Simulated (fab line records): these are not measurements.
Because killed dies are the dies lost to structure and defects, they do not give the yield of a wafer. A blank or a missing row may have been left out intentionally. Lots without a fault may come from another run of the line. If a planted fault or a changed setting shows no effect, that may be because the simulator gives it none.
Which tool was responsible? / flow nand harc / Sampling: 11 lots, 32 wafers, 5 of 1302 route steps

## WHAT EACH GAUGE READ, for each wafer
NHARC_END_SORT_01. Usual: killed at array 44, standard deviation 16; killed at other 0.6, standard deviation 1.1; killed at periphery 3.9, standard deviation 2.6; killed dies 48, standard deviation 16; killed open 3.1, standard deviation 1.9; killed short 2.4, standard deviation 1.8.
lot=L728; measured=day 27 17:58; on=prober-01; killed at array=211 193; killed at other=2 0; killed at periphery=2 2; killed dies=215 195; killed open=2 1; killed short=4 2; flag=OFF
lot=L735; measured=day 30 08:07; on=prober-02; killed at array=60 73 58; killed at other=1 1 0; killed at periphery=3 4 4; killed dies=64 78 62; killed open=3 4 2; killed short=3 1 3; flag=

## EACH LOT AND THE TOOL THAT RAN IT (in order: tool; ch and the chambers of the sampled wafers; start)
lot=L724; NHARC_A_STAIRCASE_ETCH_21=rie diel-07 ch 0,1,3, day 17 00:13 or earlier; NHARC_A_STAIRCASE_STRIP_175=plasma asher-01 ch 0,1, day 17 00:13; NHARC_A_STAIRCASE_TRIM_191=rie diel-04 ch 2,3, day 17 02:26; NHARC_A_STAIRCASE_TRIM_202=rie diel-04 ch 0,1,2, no start
lot=L728; NHARC_A_STAIRCASE_ETCH_21=rie diel-10 ch 0,1, day 19 00:32 or earlier; NHARC_A_STAIRCASE_STRIP_175=plasma asher-01 ch 0,1, day 19 00:32; NHARC_A_STAIRCASE_TRIM_191=rie diel-04 ch 0,3, day 19 02:28; NHARC_A_STAIRCASE_TRIM_202=rie diel-10 ch 0,3, day 27 17:58 or earlier
lot=L736; NHARC_A_STAIRCASE_ETCH_21=rie diel-10 ch 0,1,2, day 21 22:53 or earlier; NHARC_A_STAIRCASE_STRIP_175=plasma asher-02 ch 0,1, day 21 22:53; NHARC_A_STAIRCASE_TRIM_191=rie diel-04 ch 0,1,2, day 22 01:00; NHARC_A_STAIRCASE_TRIM_202=rie diel-04 ch 0,1,2, no start
lot=L735; NHARC_A_STAIRCASE_ETCH_21=rie diel-04 ch 1,2,3, day 21 22:46 or earlier; NHARC_A_STAIRCASE_STRIP_175=plasma asher-01 ch 0,1, day 21 22:46; NHARC_A_STAIRCASE_TRIM_191=rie diel-10 ch 0,1,2, day 22 00:55; NHARC_A_STAIRCASE_TRIM_202=rie diel-07 ch 0,1,2, day 30 08:07 or earlier
lot=L737; NHARC_A_STAIRCASE_ETCH_21=rie diel-04 ch 2,3, day 22 16:10 or earlier; NHARC_A_STAIRCASE_STRIP_175=plasma asher-02 ch 0,1, day 22 16:10; NHARC_A_STAIRCASE_TRIM_191=rie diel-04 ch 1,2, day 22 18:13; NHARC_A_STAIRCASE_TRIM_202=rie diel-04 ch 2,3, no start
lot=L738; NHARC_A_STAIRCASE_ETCH_21=rie diel-04 ch 0,1,3, day 23 02:41 or earlier; NHARC_A_STAIRCASE_STRIP_175=plasma asher-02 ch 0,1, day 23 02:41; NHARC_A_STAIRCASE_TRIM_191=rie diel-10 ch 0,2,3, day 23 04:43; NHARC_A_STAIRCASE_TRIM_202=rie diel-10 ch 0,3, no start
lot=L741; NHARC_A_STAIRCASE_ETCH_21=rie diel-04 ch 1,2,3, day 23 22:17 or earlier; NHARC_A_STAIRCASE_STRIP_175=plasma asher-01 ch 0,1, day 23 22:17; NHARC_A_STAIRCASE_TRIM_191=rie diel-04 ch 1,2,3, day 24 00:16; NHARC_A_STAIRCASE_TRIM_202=rie diel-04 ch 1,2, no start
lot=L740; NHARC_A_STAIRCASE_ETCH_21=rie diel-10 ch 1,2, day 23 22:44 or earlier; NHARC_A_STAIRCASE_STRIP_175=plasma asher-01 ch 0,1, day 23 22:44; NHARC_A_STAIRCASE_TRIM_191=rie diel-10 ch 1,2, day 24 00:47; NHARC_A_STAIRCASE_TRIM_202=rie diel-04 ch 0,1,3, no start
lot=L743; NHARC_A_STAIRCASE_ETCH_21=rie diel-10 ch 0,2,3, day 24 17:02 or earlier; NHARC_A_STAIRCASE_STRIP_175=plasma asher-01 ch 0,1, day 24 17:02; NHARC_A_STAIRCASE_TRIM_191=rie diel-10 ch 0,1,2, day 24 18:59; NHARC_A_STAIRCASE_TRIM_202=rie diel-10 ch 0,2,3, no start
lot=L742; NHARC_A_STAIRCASE_ETCH_21=rie diel-10 ch 0,2,3, day 24 21:05 or earlier; NHARC_A_STAIRCASE_STRIP_175=plasma asher-02 ch 0,1, day 24 21:05; NHARC_A_STAIRCASE_TRIM_191=rie diel-10 ch 0,2, day 25 00:31; NHARC_A_STAIRCASE_TRIM_202=rie diel-10 ch 2,3, no start
lot=L744; NHARC_A_STAIRCASE_ETCH_21=rie diel-07 ch 0,2, day 25 17:07 or earlier; NHARC_A_STAIRCASE_STRIP_175=plasma asher-02 ch 0,1, day 25 17:07; NHARC_A_STAIRCASE_TRIM_191=rie diel-07 ch 0,1, day 25 19:29; NHARC_A_STAIRCASE_TRIM_202=rie diel-07 ch 0,1,3, no start
- NHARC_A_STAIRCASE_ETCH_21: etches the open film in C4F8/O2, target depth 100 nm, time 40.5 s.
- NHARC_A_STAIRCASE_STRIP_175: strips in O2.
- NHARC_A_STAIRCASE_TRIM_191: chemistry O2, time 211.2 s.
- NHARC_A_STAIRCASE_TRIM_202: chemistry O2, time 211.2 s.

## WHAT THE TOOLS THEMSELVES READ (means of the sampled wafers that have a number; where no wafer has one, the mark that the record gives instead)
NHARC_A_STAIRCASE_ETCH_21. Usual: chamber pressure mTorr 24.999 mTorr, standard deviation 0.024; oes product au 0.950 a.u., standard deviation 0.012; rf vpp V 894 V, standard deviation 5.
lot=L724; tool=rie diel-07; chamber pressure mTorr (mTorr)=24.978; oes product au (a.u.)=0.944; rf vpp V (V)=896; flag=
lot=L728; tool=rie diel-10; chamber pressure mTorr (mTorr)=25.009; oes product au (a.u.)=0.971; rf vpp V (V)=894; flag=
lot=L736; tool=rie diel-10; chamber pressure mTorr (mTorr)=24.999; oes product au (a.u.)=0.959; rf vpp V (V)=892; flag=
lot=L735; tool=rie diel-04; chamber pressure mTorr (mTorr)=24.974; oes product au (a.u.)=0.946; rf vpp V (V)=892; flag=
lot=L737; tool=rie diel-04; chamber pressure mTorr (mTorr)=25.009; oes product au (a.u.)=0.963; rf vpp V (V)=894; flag=
lot=L738; tool=rie diel-04; chamber pressure mTorr (mTorr)=24.973; oes product au (a.u.)=0.939; rf vpp V (V)=896; flag=
lot=L741; tool=rie diel-04; chamber pressure mTorr (mTorr)=24.990; oes product au (a.u.)=0.946; rf vpp V (V)=892; flag=
lot=L740; tool=rie diel-10; chamber pressure mTorr (mTorr)=24.998; oes product au (a.u.)=0.945; rf vpp V (V)=890; flag=
lot=L743; tool=rie diel-10; chamber pressure mTorr (mTorr)=25.005; oes product au (a.u.)=0.949; rf vpp V (V)=891; flag=
lot=L742; tool=rie diel-10; chamber pressure mTorr (mTorr)=24.984; oes product au (a.u.)=0.943; rf vpp V (V)=891; flag=
lot=L744; tool=rie diel-07; chamber pressure mTorr (mTorr)=24.992; oes product au (a.u.)=0.944; rf vpp V (V)=896; flag=

NHARC_A_STAIRCASE_STRIP_175. Usual: drypump motor current A 5.4 A, standard deviation 0.32; heater power w 307 W, standard deviation 21; rf refl power W 19 W, standard deviation 6.1.
lot=L724; tool=plasma asher-01; drypump motor current A (A)=5.5; heater power w (W)=309; rf refl power W (W)=14; flag=
lot=L728; tool=plasma asher-01; drypump motor current A (A)=5.6; heater power w (W)=320; rf refl power W (W)=14; flag=
lot=L736; tool=plasma asher-02; drypump motor current A (A)=5.1; heater power w (W)=308; rf refl power W (W)=26; flag=
lot=L735; tool=plasma asher-01; drypump motor current A (A)=5.5; heater power w (W)=310; rf refl power W (W)=-; flag=OFF
lot=L737; tool=plasma asher-02; drypump motor current A (A)=5.1; heater power w (W)=302; rf refl power W (W)=26; flag=
lot=L738; tool=plasma asher-02; drypump motor current A (A)=5.4; heater power w (W)=288; rf refl power W (W)=25; flag=
lot=L741; tool=plasma asher-01; drypump motor current A (A)=5.5; heater power w (W)=313; rf refl power W (W)=13; flag=
lot=L740; tool=plasma asher-01; drypump motor current A (A)=5.5; heater power w (W)=310; rf refl power W (W)=14; flag=
lot=L743; tool=plasma asher-01; drypump motor current A (A)=5.6; heater power w (W)=321; rf refl power W (W)=14; flag=
lot=L742; tool=plasma asher-02; drypump motor current A (A)=5.2; heater power w (W)=305; rf refl power W (W)=-; flag=OFF
lot=L744; tool=plasma asher-02; drypump motor current A (A)=5.1; heater power w (W)=305; rf refl power W (W)=-; flag=OFF

NHARC_A_STAIRCASE_TRIM_191. Usual: for chamber pressure mTorr, 60.01 mTorr with a standard deviation of 0.056; for drypump motor current A, 5.7 A with a standard deviation of 0.56; for oes product au, 1.002 a.u. with a standard deviation of 0.007; for rf vpp V, 57.6 V with a standard deviation of 1; for run length s, 232.6 s with a standard deviation of 0.42; for showerhead plenum p Torr, 3.49 Torr with a standard deviation of 0.14; for throttle valve pct, 17.036 % with a standard deviation of 0.0091.
lot=L724; tool=rie diel-04; chamber pressure mTorr (mTorr)=60.05; drypump motor current A (A)=6.1; oes product au (a.u.)=1.000; rf vpp V (V)=58.3; run length s (s)=232.4; showerhead plenum p Torr (Torr)=3.55; throttle valve pct (%)=17.038; flag=
lot=L728; tool=rie diel-04; chamber pressure mTorr (mTorr)=60.00; drypump motor current A (A)=5.4; oes product au (a.u.)=1.002; rf vpp V (V)=58.5; run length s (s)=173.9; showerhead plenum p Torr (Torr)=3.67; throttle valve pct (%)=17.044; flag=OFF
lot=L736; tool=rie diel-04; chamber pressure mTorr (mTorr)=60.04; drypump motor current A (A)=5.1; oes product au (a.u.)=1.005; rf vpp V (V)=58.5; run length s (s)=232.6; showerhead plenum p Torr (Torr)=3.49; throttle valve pct (%)=17.037; flag=
lot=L735; tool=rie diel-10; chamber pressure mTorr (mTorr)=59.98; drypump motor current A (A)=5.8; oes product au (a.u.)=0.999; rf vpp V (V)=56.8; run length s (s)=232.9; showerhead plenum p Torr (Torr)=3.41; throttle valve pct (%)=17.035; flag=
lot=L737; tool=rie diel-04; chamber pressure mTorr (mTorr)=59.99; drypump motor current A (A)=5.4; oes product au (a.u.)=0.996; rf vpp V (V)=56.5; run length s (s)=232.8; showerhead plenum p Torr (Torr)=3.38; throttle valve pct (%)=17.037; flag=
lot=L738; tool=rie diel-10; chamber pressure mTorr (mTorr)=60.02; drypump motor current A (A)=5.9; oes product au (a.u.)=1.004; rf vpp V (V)=56.9; run length s (s)=232.6; showerhead plenum p Torr (Torr)=3.40; throttle valve pct (%)=17.028; flag=
lot=L741; tool=rie diel-04; chamber pressure mTorr (mTorr)=60.02; drypump motor current A (A)=5.6; oes product au (a.u.)=1.009; rf vpp V (V)=57.6; run length s (s)=232.4; showerhead plenum p Torr (Torr)=3.43; throttle valve pct (%)=17.041; flag=
lot=L740; tool=rie diel-10; chamber pressure mTorr (mTorr)=60.01; drypump motor current A (A)=5.7; oes product au (a.u.)=1.006; rf vpp V (V)=57.7; run length s (s)=233.0; showerhead plenum p Torr (Torr)=3.34; throttle valve pct (%)=17.050; flag=
lot=L743; tool=rie diel-10; chamber pressure mTorr (mTorr)=60.04; drypump motor current A (A)=5.8; oes product au (a.u.)=1.005; rf vpp V (V)=57.0; run length s (s)=232.9; showerhead plenum p Torr (Torr)=3.40; throttle valve pct (%)=17.040; flag=
lot=L742; tool=rie diel-10; chamber pressure mTorr (mTorr)=60.01; drypump motor current A (A)=6.0; oes product au (a.u.)=1.007; rf vpp V (V)=57.3; run length s (s)=233.1; showerhead plenum p Torr (Torr)=3.37; throttle valve pct (%)=17.023; flag=
lot=L744; tool=rie diel-07; chamber pressure mTorr (mTorr)=60.02; drypump motor current A (A)=6.0; oes product au (a.u.)=1.008; rf vpp V (V)=59.2; run length s (s)=232.6; showerhead plenum p Torr (Torr)=3.52; throttle valve pct (%)=17.048; flag=

NHARC_A_STAIRCASE_TRIM_202. Usual: for chamber pressure mTorr, 60.00 mTorr with a standard deviation of 0.056; for drypump motor current A, 5.7 A with a standard deviation of 0.56; for oes product au, 1.002 a.u. with a standard deviation of 0.0078; for rf vpp V, 57.7 V with a standard deviation of 0.91; for run length s, 232.5 s with a standard deviation of 0.43; for showerhead plenum p Torr, 3.49 Torr with a standard deviation of 0.14; for throttle valve pct, 17.036 % with a standard deviation of 0.0093.
lot=L724; tool=rie diel-04; chamber pressure mTorr (mTorr)=60.02; drypump motor current A (A)=5.1; oes product au (a.u.)=1.006; rf vpp V (V)=57.0; run length s (s)=232.6; showerhead plenum p Torr (Torr)=3.51; throttle valve pct (%)=17.036; flag=
lot=L728; tool=rie diel-10; chamber pressure mTorr (mTorr)=60.01; drypump motor current A (A)=5.9; oes product au (a.u.)=1.005; rf vpp V (V)=57.1; run length s (s)=232.5; showerhead plenum p Torr (Torr)=3.46; throttle valve pct (%)=17.044; flag=
lot=L736; tool=rie diel-04; chamber pressure mTorr (mTorr)=60.00; drypump motor current A (A)=5.1; oes product au (a.u.)=1.004; rf vpp V (V)=57.6; run length s (s)=232.4; showerhead plenum p Torr (Torr)=3.49; throttle valve pct (%)=17.039; flag=
lot=L735; tool=rie diel-07; chamber pressure mTorr (mTorr)=59.92; drypump motor current A (A)=6.0; oes product au (a.u.)=1.000; rf vpp V (V)=57.8; run length s (s)=232.3; showerhead plenum p Torr (Torr)=3.54; throttle valve pct (%)=17.047; flag=
lot=L737; tool=rie diel-04; chamber pressure mTorr (mTorr)=60.02; drypump motor current A (A)=6.1; oes product au (a.u.)=1.001; rf vpp V (V)=57.7; run length s (s)=232.2; showerhead plenum p Torr (Torr)=3.53; throttle valve pct (%)=17.038; flag=
lot=L738; tool=rie diel-10; chamber pressure mTorr (mTorr)=60.02; drypump motor current A (A)=6.0; oes product au (a.u.)=1.001; rf vpp V (V)=57.1; run length s (s)=232.5; showerhead plenum p Torr (Torr)=3.47; throttle valve pct (%)=17.041; flag=
lot=L741; tool=rie diel-04; chamber pressure mTorr (mTorr)=60.00; drypump motor current A (A)=5.2; oes product au (a.u.)=1.010; rf vpp V (V)=57.2; run length s (s)=232.7; showerhead plenum p Torr (Torr)=3.33; throttle valve pct (%)=17.039; flag=
lot=L740; tool=rie diel-04; chamber pressure mTorr (mTorr)=60.00; drypump motor current A (A)=5.2; oes product au (a.u.)=1.018; rf vpp V (V)=57.5; run length s (s)=232.3; showerhead plenum p Torr (Torr)=3.53; throttle valve pct (%)=17.039; flag=
lot=L743; tool=rie diel-10; chamber pressure mTorr (mTorr)=59.95; drypump motor current A (A)=5.9; oes product au (a.u.)=1.006; rf vpp V (V)=56.3; run length s (s)=232.3; showerhead plenum p Torr (Torr)=3.40; throttle valve pct (%)=17.033; flag=
lot=L742; tool=rie diel-10; chamber pressure mTorr (mTorr)=60.01; drypump motor current A (A)=5.9; oes product au (a.u.)=1.002; rf vpp V (V)=57.8; run length s (s)=232.7; showerhead plenum p Torr (Torr)=3.33; throttle valve pct (%)=17.036; flag=
lot=L744; tool=rie diel-07; chamber pressure mTorr (mTorr)=60.03; drypump motor current A (A)=6.1; oes product au (a.u.)=1.001; rf vpp V (V)=58.5; run length s (s)=232.5; showerhead plenum p Torr (Torr)=3.50; throttle valve pct (%)=17.042; flag=

## THE ANSWER, worked out from the rows above alone
Rule: lot off if the mean of its wafers having a number is beyond 3 standard deviations from the usual mean. A lot without any number at a reading at which 4 lots or more have one is off too. Any other lot the step has rows for is counted as sound. First the gauges in route order, then the tools' own readings, where a lot's mean is used as printed above. The first step at which some lot is off is used, and at that step the reading that is off furthest; a lot without a number counts as furthest.
Off at NHARC_END_SORT_01 (killed at array): L728. Neither off nor sound, because the step has no rows for them: L724, L736, L737, L738, L741, L740, L743, L742, L744.
A tool fits if, at a process step before that reading, it ran every lot that is off, and no sound lot after the first of them. Not tried: the gauges at NHARC_END_SORT_01; whatever is off there is also off at NHARC_A_STAIRCASE_TRIM_191, on other tools, and gauge error can't account for it. Because NHARC_A_STAIRCASE_ETCH_21 lacks a start for some lots, the hours and order of its lots are taken from NHARC_A_STAIRCASE_STRIP_175. Because NHARC_A_STAIRCASE_TRIM_202 lacks a start for some lots, the hours and order of its lots are taken from NHARC_END_SORT_01. Can't be told from this: 2 tools fit, rie diel-10 at NHARC_A_STAIRCASE_ETCH_21 and NHARC_A_STAIRCASE_TRIM_202, rie diel-04 at NHARC_A_STAIRCASE_TRIM_191.

## WHAT THE SIMULATOR HAD PUT IN
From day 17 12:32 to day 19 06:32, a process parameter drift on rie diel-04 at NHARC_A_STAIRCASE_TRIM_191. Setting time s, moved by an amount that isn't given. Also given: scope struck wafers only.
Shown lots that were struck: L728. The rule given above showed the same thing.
